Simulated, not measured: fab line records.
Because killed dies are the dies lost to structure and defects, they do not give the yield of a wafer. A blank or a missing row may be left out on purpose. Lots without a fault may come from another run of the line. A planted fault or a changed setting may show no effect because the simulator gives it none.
Chamber matching + flow n5-finfet + N5_BEOL_M13_ILD_DEP_00 on pecvd-04 has 3 sister chambers
The step deposits SiOC from DEMS/O2, target thk 837.92 nm, time 166.4 s. 3 wafers are shown with their chamber, then 7 later ones without.

== WAFERS, EACH WITH ITS CHAMBER ==
| wafer  | chamber | showerhead-vpp-V (V) |
|--------|---------|----------------------|
| L089.2 | 0       | 1440                 |
| L089.4 | 1       | 1380                 |
| L090.5 | 2       | 1376                 |

== WAFERS WITHOUT THEIR CHAMBER ==
| wafer  | showerhead-vpp-V (V) |
|--------|----------------------|
| L090.6 | 1378                 |
| L095.1 | 1453                 |
| L095.4 | 1357                 |
| L095.5 | 1384                 |
| L096.1 | 1447                 |
| L096.2 | 1394                 |
| L096.5 | 1457                 |

== CHAMBER TAKEN BY EACH ==
| wafer  | from the rows above     | in truth |
|--------|-------------------------|----------|
| L090.6 | can't be placed: 1 or 2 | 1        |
| L095.1 | 0                       | 0        |
| L095.4 | can't be placed: 2 or 1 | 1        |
| L095.5 | can't be placed: 1 or 2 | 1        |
| L096.1 | 0                       | 0        |
| L096.2 | can't be placed: 1 or 2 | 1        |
| L096.5 | 0                       | 0        |
Placed correctly: 3 of 7. Cannot be placed on the basis of these rows: 4; the candidates contain the true chamber in 4. Wrongly placed: 0.
How it was worked out, from the rows above alone: a wafer's distance from a chamber is the root of the sum, over the readings, of the square of ((its reading less the chamber's mean) divided by the reading's scatter). If the next closest chamber is less than 2 further off than the closest, the wafer can't be placed; otherwise it belongs to the closest. A chamber's mean is the mean of its shown wafers. The scatter: root of mean squared gap, hidden wafer to nearest shown wafer, with one shown wafer a chamber.
